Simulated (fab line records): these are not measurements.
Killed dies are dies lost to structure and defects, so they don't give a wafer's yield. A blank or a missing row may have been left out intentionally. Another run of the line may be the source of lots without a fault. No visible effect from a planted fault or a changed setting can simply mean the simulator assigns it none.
Chamber matching ; flow n5-finfet ; N5_BEOL_M12_ETCH_67 on rie-diel-05: 4 sister chambers
The step etches SiARC in CF4, target depth 143 nm, time 238.3 s. 4 wafers are shown with their chamber, then 9 later ones without.

## WAFERS PAIRED WITH THEIR CHAMBERS
wafer;chamber;drypump-motor-current-A (A)
L090.6;0;6.0
L092.1;1;5.2
L092.2;3;5.6
L092.3;2;6.3

## WAFERS WITH NO CHAMBER GIVEN
wafer;drypump-motor-current-A (A)
L093.1;5.2
L093.2;6.4
L093.3;5.6
L096.2;6.1
L096.3;6.3
L096.6;6.3
L097.1;5.2
L097.3;5.6
L097.6;6.3

## WHICH CHAMBER EACH WENT THROUGH
wafer;from the rows above;in truth
L093.1;1;1
L093.2;2;2
L093.3;3;3
L096.2;0;0
L096.3;2;2
L096.6;2;2
L097.1;1;1
L097.3;3;3
L097.6;2;2
Correct placement for 9 of the 9. Left unplaced by these rows: 0. 0 placed wrongly.
How it was worked out, from the rows above alone: a wafer's distance from a chamber is the root of the sum, over the readings, of the square of ((its reading less the chamber's mean) divided by the reading's scatter). The wafer belongs to the nearest chamber; if the next one is less than 2 further off, it can't be placed. A chamber's mean is the mean of its shown wafers. The scatter: root of mean squared gap, hidden wafer to nearest shown wafer, with one shown wafer a chamber.
